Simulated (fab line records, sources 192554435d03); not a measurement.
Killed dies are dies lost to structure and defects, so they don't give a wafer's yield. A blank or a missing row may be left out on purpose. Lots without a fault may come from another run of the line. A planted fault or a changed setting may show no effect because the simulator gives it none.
fab line records | flow n5_finfet
record lots=9 wafers=27 last_day=18
route steps=1938 shown HKMG_FIN@409 BEOL_M4@1111
lots that met no fault: from a run of the same line without faults
start_h: hours from the record's first day to the start of the lot's first wafer shown | wait_h: hours since the lot's step before | " the same as in the row above | L1.1+2: a row that stands for several wafers | - no value, or no start given | * or withheld: withheld | < > ~ a bound
route shown NAME@n: a module of which the file shows steps, and the number in the route of the first | usual: mean/standard deviation of fault-free wafers | same: alike in all rows | chamber/n: place in a boat | sites: the reading at each site | _std_site: their standard deviation | _edge_site: outer sites' mean less inner sites' | radius_mm: how far each site lies from the wafer's centre | mask NAME#n: copy n | behind: the tool/chamber that last shaped the wafer | hold: why the lot was held/for how many hours/how that ended | device: the transistor (n, p or np) that didn't switch | end of line: the same wafers' tests at the end of the route | a step without rows: its recipe alone | killed: dies lost to structure and defects at the first sort, not the wafer's yield | map: a wafer's dies, x killed, . not, _ none there
set.NAME: the setting as run; set.NAME@STEP: as run at that earlier step | model.NAME: the simulator's own value behind a step, which no gauge read
steps of the route over a sample of lots; a table a step, a row a wafer
services: from which hour (start_h, from the record's first day; less than 0 if before it) a tool's chamber was out of use, for how many hours, and why
## steps
# step N5_HKMG_FIN_STRIP_60
# recipe chemistry=N2/H2 power_w=2500 temp_c=300 h2_frac=0.65 time_s=360 pressure_mtorr=withheld n2_flow_sccm=1750 h2_flow_sccm=3250
# usual drypump_motor_current_A=5.36/0.22 heater_power_w=428/34
# columns lot.wafer tool chamber start_h wait_h drypump_motor_current_A heater_power_w rf_hours_counter_h
L920.1 plasma_asher-01 0 90.38 0.0 5.59 388 46
L920.2 " 1 " " 5.33 474 46
L920.3 " 1 " " 5.33 479 -
L922.3 plasma_asher-02 1 101.67 0.1 5.37 401 -
L922.5 " 1 " " 5.37 413 -
L922.6 " 0 " " 5.01 437 -
L923.3 plasma_asher-01 0 109.13 0.1 5.66 388 -
L923.4 " 1 " " 5.34 471 -
L923.6 " 0 " " 5.65 402 -
L925.2 plasma_asher-01 0 119.64 0.0 5.64 384 53
L925.3 " 0 " " 5.63 393 -
L925.6 " 0 " " 5.62 395 -
L934.2 plasma_asher-01 0 178.58 0.0 5.62 392 63
L934.5 " 1 " " 5.33 475 -
L934.6 " 0 " " 5.63 385 -
L935.4 plasma_asher-01 0 182.18 0.1 5.59 389 -
L935.5 " 1 " " 5.37 475 -
L935.6 " 0 " " 5.61 394 -
L937.1 plasma_asher-02 1 192.30 0.0 5.37 408 105
L937.4 " 1 " " 5.37 413 -
L937.5 " 0 " " 4.97 452 -
L939.3 plasma_asher-01 0 208.66 0.1 5.63 392 -
L939.4 " 1 " " 5.34 462 -
L939.6 " 1 " " 5.35 468 -
L940.2 plasma_asher-01 1 217.75 0.0 5.34 466 70
L940.3 " 0 " " 5.63 389 -
L940.5 " 0 " " 5.66 383 -
# step N5_HKMG_FIN_STRIP_92
# recipe chemistry=N2/H2 material=SOC time_s=20 power_w=500 temp_c=40 pressure_mtorr=50 rf_frequency_hz=6e+07 bias_power_w=8 h2_frac=0.5 n2_flow_sccm=300 h2_flow_sccm=300
# usual drypump_motor_current_A=5.6/0.53 oes_product_au=0.78/0.079 rf_vpp_V=54.3/0.85 showerhead_plenum_p_Torr=3.38/0.11 throttle_valve_pct=18.8/0.35
# columns lot.wafer tool chamber start_h wait_h drypump_motor_current_A oes_product_au rf_hours_counter_h rf_vpp_V showerhead_plenum_p_Torr throttle_valve_pct
L920.1 rie_diel-05 1 93.34 0.1 4.9 0.70 238 53.8 3.31 18.5
L920.2 " 2 " " 5.7 0.82 75 54.1 3.40 18.8
L920.3 " 0 " " 5.3 0.82 70 53.7 3.27 19.0
L922.3 rie_diel-02 3 104.62 0.1 5.8 0.84 83 54.1 3.40 19.0
L922.5 " 1 " " 6.0 0.73 - 55.0 3.47 19.2
L922.6 " 0 " " 5.7 0.88 - 54.2 3.28 18.2
L923.3 rie_diel-06 0 111.98 0.1 5.0 0.92 29 53.6 3.57 18.4
L923.4 " 2 " " 6.5 0.72 215 55.0 3.18 19.4
L923.6 " 1 " " 5.1 0.69 - 54.7 3.32 18.7
L925.2 rie_diel-05 2 122.71 0.1 5.6 0.81 85 53.7 3.39 18.8
L925.3 " 1 " " 4.8 0.69 248 54.8 3.30 18.5
L925.6 " 2 " " 5.6 0.81 - 54.7 3.39 18.8
L934.2 rie_diel-02 1 181.57 0.1 6.0 0.70 214 55.6 3.46 19.3
L934.5 " 0 " " 5.7 0.85 - 54.2 3.26 18.3
L934.6 " 3 " " 5.8 0.80 - 55.2 3.38 19.0
L935.4 rie_diel-06 0 185.12 0.0 5.0 0.88 - 53.6 3.56 18.5
L935.5 " 3 " " 6.6 0.69 - 54.4 3.43 19.1
L935.6 " 1 " " 5.1 0.67 - 55.5 3.30 18.8
L937.1 rie_diel-02 2 195.46 0.1 5.4 0.85 44 55.5 3.55 18.3
L937.4 " 0 " " 5.7 0.84 72 52.7 3.26 18.3
L937.5 " 2 " " 5.4 0.85 - 54.7 3.55 18.3
L939.3 rie_diel-05 1 212.05 0.1 4.9 0.90 30 53.2 3.28 18.2
L939.4 " 0 " " 5.3 0.78 - 53.0 3.25 19.1
L939.6 " 1 " " 4.9 0.91 - 53.1 3.28 18.2
L940.2 rie_diel-02 0 221.47 0.1 5.7 0.82 85 53.2 3.25 18.3
L940.3 " 1 " " 6.0 0.69 232 55.9 3.45 19.3
L940.5 " 2 " " 5.4 0.85 - 55.1 3.54 18.3
# step N5_HKMG_FIN_WET_ETCH_18
# recipe chemistry=SC1 target=TiN mix=1:1:5 temp_c=* time_s=55 target_depth_nm=5.2 dry=ipa_marangoni rinse_time_s=30 rinse_temp_c=23
# usual bath_guard_temp_C=* diw_flow_mL_min=1071.4/3 temp_c=*
# columns lot.wafer tool chamber start_h wait_h bath_guard_temp_C diw_flow_mL_min temp_c
L920.1 wet_bench-01 6 93.42 0.1 * 1071.6 *
L920.2 " 4 " " * 1077.3 *
L920.3 " 3 " " * 1073.6 *
L922.3 wet_bench-06 7 104.70 0.1 * 1067.2 *
L922.5 " 3 " " * 1074.0 *
L922.6 " 0 " " * 1071.7 *
L923.3 wet_bench-06 0 112.06 0.1 * 1069.3 *
L923.4 " 4 " " * 1068.9 *
L923.6 " 1 " " * 1069.1 *
L925.2 wet_bench-06 0 122.80 0.1 * 1071.9 *
L925.3 " 3 " " * 1073.1 *
L925.6 " 4 " " * 1070.5 *
L934.2 wet_bench-01 0 181.65 0.1 * 1064.8 *
L934.5 " 7 " " * 1065.9 *
L934.6 " 4 " " * 1072.3 *
L935.4 wet_bench-01 4 185.17 0.0 * 1072.5 *
L935.5 " 1 " " * 1074.9 *
L935.6 " 3 " " * 1067.8 *
L937.1 wet_bench-06 7 195.55 0.1 * 1069.8 *
L937.4 " 5 " " * 1069.9 *
L937.5 " 3 " " * 1069.5 *
L939.3 wet_bench-06 1 212.13 0.1 * 1069.2 *
L939.4 " 3 " " * 1068.1 *
L939.6 " 6 " " * 1071.5 *
L940.2 wet_bench-06 0 221.56 0.1 * 1071.8 *
L940.3 " 1 " " * 1072.6 *
L940.5 " 7 " " * 1069.4 *
# step N5_HKMG_FIN_NWFM_ALD_20
# recipe material=TiAlC target_thk_a=20 temp_c=300 ald_precursor_family=TiCl4 ald_co_reactant=TEA pulse_time_s=3 purge_time_s=2 co_reactant_purge_time_s=2 co_reactant_pulse_time_s=10 ald_cycles=7 pressure_torr=3
# usual heater_power_w=487/50 precursor_pulse_height_rel=1.001/0.022 susceptor_temp_C=300.00/0.17
# same co_reactant_pulse_time_s=10 purge_time_s=2
# columns lot.wafer tool chamber start_h wait_h heater_power_w precursor_pulse_height_rel since_wet_clean_h susceptor_temp_C
L920.1 ald_metal-04 2 95.00 0.3 501 0.987 5912 299.99
L920.2 " 0 " " 569 1.001 5912 299.89
L920.3 " 1 " " 439 0.959 5912 299.81
L922.3 ald_metal-03 3 106.14 0.1 529 1.002 4384 299.86
L922.5 " 0 " " 484 1.010 - 299.68
L922.6 " 3 " " 536 0.993 - 300.16
L923.3 ald_metal-02 0 113.74 0.1 566 0.980 2854 299.92
L923.4 " 3 " " 490 0.992 2854 300.01
L923.6 " 0 " " 553 0.987 - 299.96
L925.2 ald_metal-02 0 124.23 0.3 537 0.982 2864 300.04
L925.3 " 3 " " 484 1.005 2864 300.09
L925.6 " 2 " " 521 1.019 - 300.23
L934.2 ald_metal-02 2 183.10 0.3 518 0.984 2923 300.01
L934.5 " 1 " " 411 1.044 - 300.28
L934.6 " 2 " " 527 0.974 - 300.02
L935.4 ald_metal-02 2 186.59 0.1 521 0.977 2926 300.20
L935.5 " 1 " " 414 1.000 - 300.27
L935.6 " 2 " " 532 0.955 - 300.11
L937.1 ald_metal-04 2 197.20 0.3 481 0.984 6014 300.06
L937.4 " 0 " " 579 1.012 6014 300.26
L937.5 " 0 " " 582 1.000 - 300.01
L939.3 ald_metal-03 0 213.61 0.1 481 1.022 4492 299.65
L939.4 " 1 " " 485 0.957 4492 299.89
L939.6 " 3 " " 538 1.007 - 299.94
L940.2 ald_metal-04 0 222.98 0.3 577 0.998 6040 299.93
L940.3 " 1 " " 438 1.016 6040 300.20
L940.5 " 3 " " 438 0.971 - 300.22
# step N5_BEOL_M4_RC_MEAS_101
# usual DIBL_N=36.5/1.4 DIBL_P=36.6/1.9 IOFF_N=0.167/0.029 IOFF_P=0.21/0.033 ION_N=674/12 ION_P=460/8.9 SS_N=71.6/0.57 SS_P=73.4/0.61 VT_N=249/3.3 VT_P=-250/3.3
# columns lot.wafer tool chamber start_h wait_h DIBL_N[mV/V] DIBL_P[mV/V] IOFF_N[nA/um] IOFF_P[nA/um] ION_N[uA/um] ION_P[uA/um] SS_N[mV/dec] SS_P[mV/dec] VT_N[mV] VT_P[mV]
L920.1 prober-02 0 181.24 0.0 36.0 37.2 0.162 0.23 693 478 71.3 72.9 252 -252
L920.2 " 0 " " 34.5 34.3 0.130 0.19 667 460 71.4 72.8 253 -250
L920.3 " 0 " " 36.4 36.9 0.145 0.22 659 457 72.1 73.6 252 -250
L922.3 prober-01 0 196.11 0.3 35.8 34.7 0.145 0.19 660 451 71.2 73.5 249 -251
L922.5 " 0 " " 35.5 34.8 0.150 0.20 681 465 71.0 73.2 250 -249
L922.6 " 0 " " 37.0 36.7 0.172 0.23 667 460 70.9 73.8 248 -248
L923.3 prober-01 0 204.07 0.3 37.1 38.5 0.196 0.25 676 468 72.3 73.9 249 -248
L923.4 " 0 " " 35.5 35.8 0.180 0.21 694 470 72.4 72.8 246 -249
L923.6 " 0 " " 35.7 36.4 0.170 0.21 678 462 72.6 73.1 248 -249
L925.2 prober-02 0 210.35 0.2 36.2 35.3 0.152 0.18 664 453 72.0 72.7 252 -253
L925.3 " 0 " " 35.3 35.3 0.157 0.18 678 457 71.5 73.0 248 -253
L925.6 " 0 " " 37.7 38.0 0.191 0.23 679 467 72.2 74.1 245 -249
L934.2 prober-02 0 269.37 0.2 35.6 35.7 0.135 0.16 662 445 71.4 72.4 255 -255
L934.5 " 0 " " 36.2 36.2 0.152 0.17 664 446 70.7 73.0 249 -255
L934.6 " 0 " " 37.4 37.4 0.164 0.20 674 454 72.3 72.9 251 -255
L937.1 prober-02 0 289.57 0.0 36.3 36.5 0.160 0.20 671 456 72.0 74.1 248 -253
L937.4 " 0 " " 35.6 36.2 0.138 0.20 660 451 71.5 73.5 254 -255
L937.5 " 0 " " 35.4 35.1 0.140 0.19 673 459 70.9 74.4 252 -253
L935.4 prober-01 0 289.69 0.5 37.9 38.4 0.174 0.24 668 462 72.1 73.4 248 -251
L935.5 " 0 " " 39.4 41.1 0.228 0.29 703 481 71.8 74.9 245 -247
L935.6 " 0 " " 38.6 38.5 0.181 0.23 658 452 71.8 73.6 250 -251
L939.3 prober-01 0 304.14 0.3 36.3 35.9 0.147 0.21 659 459 71.3 72.9 253 -249
L939.4 " 0 " " 38.2 37.1 0.161 0.23 665 457 71.4 73.6 250 -250
L939.6 " 0 " " 37.6 37.4 0.169 0.24 668 464 72.0 73.7 246 -249
L940.2 prober-01 0 308.71 0.2 35.2 34.8 0.133 0.19 649 452 72.1 72.1 252 -252
L940.3 " 0 " " 35.4 35.0 0.141 0.20 670 462 71.4 72.8 250 -251
L940.5 " 0 " " 36.6 36.5 0.165 0.21 663 447 72.4 71.9 249 -251
## services
# columns tool chamber start_h hours kind
ald_metal-04 - 70.52 2.8 pm
rie_diel-06 0 79.05 8.7 repair
ald_metal-04 - 80.09 1.7 repair
ald_metal-03 - 84.32 6.0 pm
rie_diel-02 1 87.10 2.7 repair
rie_diel-02 0 122.41 2.5 repair
rie_diel-05 1 129.72 - clean
rie_diel-05 1 129.72 - consumable_replace:focus_ring
rie_diel-05 1 129.72 12.8 scheduled_down
rie_diel-05 1 129.72 12.8 vent_cycle
ald_metal-04 0 133.45 46.5 repair
plasma_asher-02 - 134.65 0.7 repair
ald_metal-04 - 149.32 0.6 repair
rie_diel-02 0 151.41 1.6 repair
ald_metal-02 3 159.83 23.7 repair
ald_metal-04 2 165.48 - calibration
rie_diel-06 2 168.37 33.9 repair
plasma_asher-01 - 192.36 1.2 repair
rie_diel-06 - 195.13 28.1 pm
rie_diel-05 3 198.03 - clean
rie_diel-05 3 198.03 - consumable_replace:focus_ring
rie_diel-05 3 198.03 19.4 scheduled_down
plasma_asher-01 - 199.12 3.6 repair
ald_metal-02 3 213.92 3.1 repair
## key
first_sign step=N5_HKMG_FIN_WET_ETCH_18 reading=temp_c direction=down sigmas=38 usual=* struck=*
effect step=N5_HKMG_FIN_WET_ETCH_18 reading=bath_guard_temp_C direction=down sigmas=5.6 usual=* struck=*
met_at N5_HKMG_FIN_WET_ETCH_18
struck_lots L923,L925
struck_wafers L923.3,L925.2
not_acting_at N5_HKMG_FIN_STRIP_60,N5_HKMG_FIN_STRIP_92,N5_HKMG_FIN_NWFM_ALD_20
onset_between 104.70 112.06
fault kind=process_parameter_drift tool=wet_bench-06 chamber=0 onset_h=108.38 steps=N5_HKMG_FIN_WET_ETCH_18 channel=temp_c offset=* shape=step end_h=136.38 acts_in=* stated=*
